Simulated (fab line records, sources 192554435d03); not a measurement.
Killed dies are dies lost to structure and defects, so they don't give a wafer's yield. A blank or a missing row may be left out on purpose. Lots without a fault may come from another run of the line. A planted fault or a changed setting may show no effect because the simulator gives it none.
Split-lot experiment | flow n5_finfet | 7 lots, 39 wafers read, on a route of 1938 steps

THE SPLIT
At N5_BEOL_M0_SAQP_PECVD_03 (deposits SiCN from 3MS/NH3, target thk 12 nm, time 21.1 s), the setting time_s was moved away from the recipe's 21.1 s on 9 of the 39 wafers read, by -56.7% to -32.6%. The other wafers ran this setting at the recipe's value.

The reading is taken at the split's own step.

THE READING
SiCN_of_BEOL_M0_SAQP_PECVD_03.thk_nm (the simulator's own value, which no gauge read), in nm, at N5_BEOL_M0_SAQP_PECVD_03 (deposits SiCN from 3MS/NH3, target thk 12 nm, time 21.1 s). The file gives no usual value for it. The 30 wafers here that ran the recipe average 11.9 nm, standard deviation 0.17 nm.

wafer  | tool, chamber at the split | time_s as run, s | against the recipe | SiCN_of_BEOL_M0_SAQP_PECVD_03.thk_nm, nm | against lot-mates on the recipe
L074.1 | pecvd-03, 1,2,0,1          | 21.1             | recipe             | 11.8                                     | -
L074.3 | pecvd-03, 1,2,0,1          | 21.1             | recipe             | 11.8                                     | -
L074.5 | pecvd-03, 1,2,0,1          | 21.1             | recipe             | 11.8                                     | -
L074.6 | pecvd-03, 1,2,0,1          | 21.1             | recipe             | 11.8                                     | -
L074.2 | pecvd-03, 0                | 21.1             | recipe             | 11.6                                     | -
L074.4 | pecvd-03, 2                | 21.1             | recipe             | 12.2                                     | -
L075.1 | pecvd-03, 2                | 21.1             | recipe             | 12                                       | -
L075.4 | pecvd-03, 2                | 21.1             | recipe             | 12                                       | -
L075.2 | pecvd-03, 0                | 21.1             | recipe             | 11.6                                     | -
L075.3 | pecvd-03, 1,0,1            | 21.1             | recipe             | 11.8                                     | -
L075.5 | pecvd-03, 1,0,1            | 21.1             | recipe             | 11.8                                     | -
L075.6 | pecvd-03, 1,0,1            | 21.1             | recipe             | 11.8                                     | -
L081.3 | pecvd-02, 2                | 21.1             | recipe             | 12.2                                     | -
L081.6 | pecvd-02, 2                | 21.1             | recipe             | 12.2                                     | -
L081.4 | pecvd-02, 0                | 21.1             | recipe             | 12                                       | -
L089.1 | pecvd-02, 1                | 21.1             | recipe             | 11.8                                     | -
L089.2 | pecvd-02, 0                | 9.142            | -56.7%             | 5.2                                      | -6.8
L089.3 | pecvd-02, 2,0              | 9.142            | -56.7%             | 5.4                                      | -6.6
L089.5 | pecvd-02, 2,0              | 9.142            | -56.7%             | 5.4                                      | -6.6
L089.4 | pecvd-02, 2                | 21.1             | recipe             | 12                                       | -
L089.6 | pecvd-02, 1                | 21.1             | recipe             | 12.2                                     | -
L090.1 | pecvd-03, 0                | 21.1             | recipe             | 12                                       | -
L090.6 | pecvd-03, 0                | 21.1             | recipe             | 12                                       | -
L090.2 | pecvd-03, 1                | 21.1             | recipe             | 11.8                                     | -
L090.3 | pecvd-03, 2                | 14.22            | -32.6%             | 8.2                                      | -3.7
L090.4 | pecvd-03, 1                | 14.22            | -32.6%             | 8                                        | -3.9
L090.5 | pecvd-03, 2                | 14.22            | -32.6%             | 8.4                                      | -3.5
L092.1 | pecvd-04, 0,1              | 21.1             | recipe             | 12.2                                     | -
L092.4 | pecvd-04, 0,1              | 21.1             | recipe             | 12.2                                     | -
L092.2 | pecvd-04, 1,2,2,0          | 21.1             | recipe             | 12                                       | -
L092.3 | pecvd-04, 1,2,2,0          | 21.1             | recipe             | 12                                       | -
L092.5 | pecvd-04, 1,2,2,0          | 21.1             | recipe             | 12                                       | -
L092.6 | pecvd-04, 1,2,2,0          | 21.1             | recipe             | 12                                       | -
L095.1 | pecvd-04, 2                | 21.1             | recipe             | 12                                       | -
L095.2 | pecvd-04, 0                | 11.26            | -46.6%             | 6.4                                      | -5.5
L095.3 | pecvd-04, 1,0              | 21.1             | recipe             | 11.8                                     | -
L095.5 | pecvd-04, 1,0              | 21.1             | recipe             | 11.8                                     | -
L095.4 | pecvd-04, 2,1              | 11.26            | -46.6%             | 6.6                                      | -5.3
L095.6 | pecvd-04, 2,1              | 11.26            | -46.6%             | 6.6                                      | -5.3
Where a row lists several chambers, the file gives one row for several wafers and doesn't say which wafer went through which chamber.

THE FIT
A straight line over all 39 wafers: SiCN_of_BEOL_M0_SAQP_PECVD_03.thk_nm changes by +0.116 nm for each +1% of time_s; r = +1.00; the points scatter about the line by 0.17 nm.
The same after taking each lot's own level away (the mean of its wafers on the recipe; 39 wafers): +0.116 nm for each +1%; r = +1.00; scatter 0.14 nm.
On that fit, the largest move of time_s shifts the reading by 6.6 nm.
The lots' own levels span 11.83 to 12.13 nm, that is 1.7 times the standard deviation above.
So the lot-to-lot level changes the slope little: the two slopes agree.
Check: with one of the wafers moved furthest among these (-56.7%) left out of the fit, the line predicts -6.53 nm for it against its lot-mates. It came out at -6.8 nm against them.

THE FILE'S OWN FIT
SiCN_of_BEOL_M0_SAQP_PECVD_03.thk_nm changes by +0.116 nm for each +1% of time_s, r = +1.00.
